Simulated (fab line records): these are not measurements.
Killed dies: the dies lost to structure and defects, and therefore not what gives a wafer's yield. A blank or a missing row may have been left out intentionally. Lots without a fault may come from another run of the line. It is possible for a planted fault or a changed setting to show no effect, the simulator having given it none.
Split-lot experiment || flow n5Finfet || 21 wafers read from 7 lots, route of 1938 steps

## ABOUT THE SPLIT
At N5_BEOL_M13_ILD_DEP_00 (deposits SiOC from DEMS/O2, target thk 837.92 nm, time 166.4 s), the setting timeS was moved away from the recipe's 166.4 s on 4 of the 21 wafers read, by -8.7% to +14.5%. All remaining wafers had this setting at the recipe value.

## FROM THE SPLIT TO THE READING: what the file shows between them, 6 steps
- N5_BEOL_M13_THK_MEAS_01
- N5_BEOL_M13_COAT_58: time 60 s, resist thk 89 nm
- N5_BEOL_M13_COAT_04: resist thk 400 nm
- N5_BEOL_M13_DESCUM_15: chemistry O2, time 7.9 s
- N5_BEOL_M13_ETCH_59: etches BARC in N2/H2, target depth 89 nm, overetch 26.7 nm, time 67.9 s
- N5_BEOL_M13_VIA_ETCH_16: etches SiOC in C4F8/O2/Ar, target depth 921.7 nm

## THE READING
oesProductAu, in a.u., at N5_BEOL_M13_STRIP_63 (strips in N2/H2). Typical for fault-free wafers on this fab line: 0.674 a.u., with standard deviation 0.0045 a.u.

{"wafer": "L075.1", "tool, chamber at the split": "pecvd-02, 0", "timeS as run, s": 166.4, "against the recipe": "recipe", "oesProductAu, a.u.": 0.678, "against lot-mates on the recipe": "-"}
{"wafer": "L075.3", "tool, chamber at the split": "pecvd-02, 2", "timeS as run, s": 166.4, "against the recipe": "recipe", "oesProductAu, a.u.": 0.677, "against lot-mates on the recipe": "-"}
{"wafer": "L075.5", "tool, chamber at the split": "pecvd-02, 0", "timeS as run, s": 166.4, "against the recipe": "recipe", "oesProductAu, a.u.": 0.672, "against lot-mates on the recipe": "-"}
{"wafer": "L082.1", "tool, chamber at the split": "pecvd-01, 2", "timeS as run, s": 166.4, "against the recipe": "recipe", "oesProductAu, a.u.": 0.677, "against lot-mates on the recipe": "-"}
{"wafer": "L082.2", "tool, chamber at the split": "pecvd-01, 1", "timeS as run, s": 166.4, "against the recipe": "recipe", "oesProductAu, a.u.": 0.674, "against lot-mates on the recipe": "-"}
{"wafer": "L082.6", "tool, chamber at the split": "pecvd-01, 1", "timeS as run, s": 166.4, "against the recipe": "recipe", "oesProductAu, a.u.": 0.677, "against lot-mates on the recipe": "-"}
{"wafer": "L083.1", "tool, chamber at the split": "pecvd-01, 2", "timeS as run, s": 166.4, "against the recipe": "recipe", "oesProductAu, a.u.": 0.668, "against lot-mates on the recipe": "-"}
{"wafer": "L083.3", "tool, chamber at the split": "pecvd-01, 0", "timeS as run, s": 152, "against the recipe": "-8.7%", "oesProductAu, a.u.": 0.689, "against lot-mates on the recipe": "+0.021"}
{"wafer": "L083.4", "tool, chamber at the split": "pecvd-01, 0", "timeS as run, s": 152, "against the recipe": "-8.7%", "oesProductAu, a.u.": 0.682, "against lot-mates on the recipe": "+0.014"}
{"wafer": "L087.1", "tool, chamber at the split": "pecvd-03, 0", "timeS as run, s": 166.4, "against the recipe": "recipe", "oesProductAu, a.u.": 0.674, "against lot-mates on the recipe": "-"}
{"wafer": "L087.2", "tool, chamber at the split": "pecvd-03, 1", "timeS as run, s": 166.4, "against the recipe": "recipe", "oesProductAu, a.u.": 0.673, "against lot-mates on the recipe": "-"}
{"wafer": "L087.4", "tool, chamber at the split": "pecvd-03, 2", "timeS as run, s": 166.4, "against the recipe": "recipe", "oesProductAu, a.u.": 0.683, "against lot-mates on the recipe": "-"}
{"wafer": "L093.3", "tool, chamber at the split": "pecvd-02, 1", "timeS as run, s": 166.4, "against the recipe": "recipe", "oesProductAu, a.u.": 0.677, "against lot-mates on the recipe": "-"}
{"wafer": "L093.5", "tool, chamber at the split": "pecvd-02, 1", "timeS as run, s": 166.4, "against the recipe": "recipe", "oesProductAu, a.u.": 0.671, "against lot-mates on the recipe": "-"}
{"wafer": "L093.6", "tool, chamber at the split": "pecvd-02, 2", "timeS as run, s": 190.5, "against the recipe": "+14.5%", "oesProductAu, a.u.": 0.640, "against lot-mates on the recipe": -0.034}
{"wafer": "L095.2", "tool, chamber at the split": "pecvd-03, 2", "timeS as run, s": 166.4, "against the recipe": "recipe", "oesProductAu, a.u.": 0.675, "against lot-mates on the recipe": "-"}
{"wafer": "L095.4", "tool, chamber at the split": "pecvd-03, 2", "timeS as run, s": 166.4, "against the recipe": "recipe", "oesProductAu, a.u.": 0.675, "against lot-mates on the recipe": "-"}
{"wafer": "L095.6", "tool, chamber at the split": "pecvd-03, 0", "timeS as run, s": 166.4, "against the recipe": "recipe", "oesProductAu, a.u.": 0.670, "against lot-mates on the recipe": "-"}
{"wafer": "L096.1", "tool, chamber at the split": "pecvd-03, 1", "timeS as run, s": 187.9, "against the recipe": "+12.9%", "oesProductAu, a.u.": 0.655, "against lot-mates on the recipe": -0.021}
{"wafer": "L096.3", "tool, chamber at the split": "pecvd-03, 2", "timeS as run, s": 166.4, "against the recipe": "recipe", "oesProductAu, a.u.": 0.675, "against lot-mates on the recipe": "-"}
{"wafer": "L096.6", "tool, chamber at the split": "pecvd-03, 0", "timeS as run, s": 166.4, "against the recipe": "recipe", "oesProductAu, a.u.": 0.677, "against lot-mates on the recipe": "-"}

FIT RESULTS
A straight line over all 21 wafers: oesProductAu changes by -0.00178 a.u. for each +1% of timeS; r = -0.91; the points scatter about the line by 0.0043 a.u.
The same after taking each lot's own level away (the mean of its wafers on the recipe; 21 wafers): -0.00203 a.u. for each +1%; r = -0.96; scatter 0.0032 a.u.
Per that fit: largest timeS move, reading shift of 0.029 a.u.
The lots' own levels span 0.6680 to 0.6767 a.u., that is 1.9 times the standard deviation above.
Hence the slope depends on the lot-to-lot level, as the two fits are not the same.
Check: for one of the wafers moved furthest among these (+14.5%), held out of the fit, the line's prediction against its lot-mates is -0.0259 a.u. It came out at -0.034 a.u. against them.

## THE WHOLE CHAIN: every reading that the file lists as answering this split, in the file's order
{"step": "N5_BEOL_M13_ILD_DEP_00", "what it does": "deposits SiOC from DEMS/O2, target thk 837.92 nm, time 166.4 s", "reading": "SiOC_of_BEOL_M13_ILD_DEP_00.thkNm (the simulator's own value, which no gauge read)", "change (the file's fit)": "+7.78 nm for each +1% of the setting", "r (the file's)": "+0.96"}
{"step": "N5_BEOL_M13_THK_MEAS_01", "what it does": "", "reading": "M13_ILD_THK", "change (the file's fit)": "+7.76 for each +1% of the setting", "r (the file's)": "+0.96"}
{"step": "N5_BEOL_M13_VIA_ETCH_16", "what it does": "etches SiOC in C4F8/O2/Ar, target depth 921.7 nm", "reading": "etch.depthNm (the simulator's own value, which no gauge read)", "change (the file's fit)": "+7.78 nm for each +1% of the setting", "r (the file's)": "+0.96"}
{"step": "N5_BEOL_M13_VIA_ETCH_16", "what it does": "etches SiOC in C4F8/O2/Ar, target depth 921.7 nm", "reading": "coat_of_BEOL_M13_COAT_04.thkNm (the simulator's own value, which no gauge read)", "change (the file's fit)": "-2.08 nm for each +1% of the setting", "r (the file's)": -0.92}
{"step": "N5_BEOL_M13_STRIP_63", "what it does": "strips in N2/H2", "reading": "oesProductAu", "change (the file's fit)": "-0.00204 a.u. for each +1% of the setting", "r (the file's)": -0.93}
{"step": "N5_BEOL_M13_STRIP_63", "what it does": "strips in N2/H2", "reading": "stripTimeToEndpointS", "change (the file's fit)": "withheld for each +1% of the setting", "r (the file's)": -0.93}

## THE FILE'S OWN FIT
oesProductAu changes by -0.00204 a.u. for each +1% of timeS, r = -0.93.
